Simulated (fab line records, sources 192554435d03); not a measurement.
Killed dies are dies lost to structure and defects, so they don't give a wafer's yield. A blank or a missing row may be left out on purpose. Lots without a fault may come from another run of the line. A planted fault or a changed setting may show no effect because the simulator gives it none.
A struck lot beside a sound one | flow n5_finfet | 40 steps out of a route of 1938
Sound: wafers L144.3, L144.4, L144.6. Struck: wafers L137.4, L137.5, L137.6. The cause comes at the end.
At each step with rows: each side's tool, then ch and its chambers, then its first start. Under that, the readings that differ: sound wafers | struck wafers | difference of the means | sigmas: that difference in standard deviations of wafers without a fault.
alike: readings whose means differ by less than 2 such deviations, and words and numbers that are the same on both sides. not compared: withheld readings, readings that some wafer has no value for, bounds like >300 that may hide the same value, and numbers for which the record gives no deviation and whose values overlap.
The two part at a step that has a row with sigmas, a row that says differs or no value, or rows on one side only. Numbers that don't overlap but have no deviation are shown without sigmas and don't part them. A reading that every wafer of one side lacks parts them only if that side has two wafers or more.

first, 9 steps without rows for these wafers: N5_SD_EPI_N_SOFTBAKE_04 (time 60 s); N5_SD_EPI_N_EXPOSE_06 (exposes mask SD N BLK, target cd 120 nm); N5_SD_EPI_N_PEB_07 (peb time 60 s); N5_SD_EPI_N_DEVELOP_08 (develop time 30 s); N5_SD_EPI_N_DESCUM_14 (chemistry O2, time 7.9 s); N5_SD_EPI_N_ETCH_34 (etches SiARC in CF4, target depth 45.5 nm, time 75.8 s); N5_SD_EPI_N_ETCH_35 (etches SOC in N2/H2, overetch 108 nm, time 486 s); N5_SD_EPI_N_STRIP_36 (strips in N2/H2); N5_SD_EPI_N_ETCHBACK_44 (etches SiNx in CH3F/O2, stops on SiO2, target depth 14.5 nm).
N5_SD_EPI_N_ETCH_45: etches SiOCN in CH3F/O2, target depth 6 nm.
  sound on rie_diel-03 ch 0,2,3, day 6 12:16; struck on rie_diel-01 ch 2,3, day 4 21:58
  alike: drypump_motor_current_A, oes_product_au, rf_vpp_V, showerhead_plenum_p_Torr, throttle_valve_pct
  not compared: rf_hours_counter_h
then, 14 steps without rows for these wafers: N5_SD_EPI_N_ETCH_16 (etches SiO2 in CHF3/O2, target depth 5 nm); N5_SD_EPI_N_STRIP_47 (strips in CHF3/O2); N5_SD_EPI_N_SD_RECESS_17 (chemistry HBr/Cl2/O2, target depth 41 nm, time 23.7 s, bt time 3 s); N5_SD_EPI_N_STRIP_38 (strips in N2/H2); N5_SD_EPI_N_WET_ETCH_43 (etches SiO2 in dHF, time 14 s, target depth 1.5 nm); N5_SD_EPI_N_STRIP_18 (strips in SPM, time 750 s); N5_SD_EPI_N_SRD_20 (time 30 s); N5_SD_EPI_N_PRECLEAN_48 (cleans in NF3:NH3, afs cycles 2, time 20 s, sublimation time 60 s); N5_SD_EPI_N_VAPOR_ETCH_50 (etches Si in HCl, time 54 s); N5_SD_EPI_N_EPI_21 (deposits Si:P, time 690 s); N5_SD_EPI_N_PRECLEAN_24 (cleans in O3/DIW, time 60 s); N5_SD_EPI_N_SRD_25 (time 30 s); N5_SD_EPI_N_PRECLEAN_49 (cleans in NF3:NH3, afs cycles 1, time 20 s, sublimation time 60 s); N5_SD_EPI_N_LINER_46 (material SiNx, target thk 3 nm).
N5_SD_EPI_N_INSPECT_26: inspects for defects (darkfield).
  sound on defect_inspect-01, day 6 17:28; struck on defect_inspect-01, day 5 01:28
  reading          | sound       | struck      | difference | sigmas
  raw_defect_count | 224 170 224 | 482 460 480 | +268       | +6
then, 8 steps without rows for these wafers: N5_SD_EPI_P_COAT_34 (time 60 s, resist thk 350 nm); N5_SD_EPI_P_COAT_35 (time 60 s, resist thk 35 nm); N5_SD_EPI_P_COAT_03 (resist thk 150 nm); N5_SD_EPI_P_EBR_05; N5_SD_EPI_P_SOFTBAKE_04 (time 60 s); N5_SD_EPI_P_EXPOSE_06 (exposes mask SD P BLK, target cd 240 nm); N5_SD_EPI_P_PEB_07 (peb time 60 s); N5_SD_EPI_P_DEVELOP_08 (develop time 30 s).
N5_SD_EPI_P_INSPECT_11: inspects for defects (macro).
  sound on defect_inspect-01, day 6 17:55; struck on defect_inspect-02, day 5 01:55
  reading          | sound | struck        | difference | sigmas
  raw_defect_count | 1 0 1 | >300 >300 284 | differs    |
then, 2 steps without rows for these wafers: N5_SD_EPI_P_DESCUM_14 (chemistry O2, time 7.9 s); N5_SD_EPI_P_ETCH_36 (etches SiARC in CF4, target depth 45.5 nm, time 75.8 s).
N5_SD_EPI_P_INSPECT_26: inspects for defects (darkfield).
  sound on defect_inspect-01, day 6 21:48; struck on defect_inspect-01, day 5 07:40
  reading          | sound       | struck      | difference | sigmas
  raw_defect_count | 178 160 224 | 455 404 435 | +244       | +6
N5_SD_ACTIVATION_INSPECT_02: inspects for defects (darkfield).
  sound on defect_inspect-01, day 6 22:33; struck on defect_inspect-01, day 5 08:25
  reading          | sound       | struck      | difference | sigmas
  raw_defect_count | 186 164 203 | 451 397 439 | +245       | +6
-- the record jumps here: 4 days lie between the struck wafers' starts before and after (it left off in module SD_ACTIVATION and takes up again in module BEOL_M4, whose first step shown is number 1111 of the route) --
N5_BEOL_M4_RC_MEAS_101:
  sound on prober-01 ch 0, day 11 05:13; struck on prober-02 ch 0, day 9 19:56
  alike: DIBL_N, DIBL_P, IOFF_N, IOFF_P, ION_N, ION_P, SS_N, SS_P, VT_N, VT_P
-- the record jumps here: 4 days lie between the struck wafers' starts before and after (it left off in module BEOL_M4 and takes up again in module PASSIVATION, whose first step shown is number 1936 of the route) --
N5_PASSIVATION_PROBE_49:
  the record has rows for the struck wafers here (prober-01, day 14 04:13) and none for the sound ones

WHERE THEY PART
First at N5_SD_EPI_N_INSPECT_26; last, within this record, at N5_PASSIVATION_PROBE_49.

WHY: what the simulator had put in
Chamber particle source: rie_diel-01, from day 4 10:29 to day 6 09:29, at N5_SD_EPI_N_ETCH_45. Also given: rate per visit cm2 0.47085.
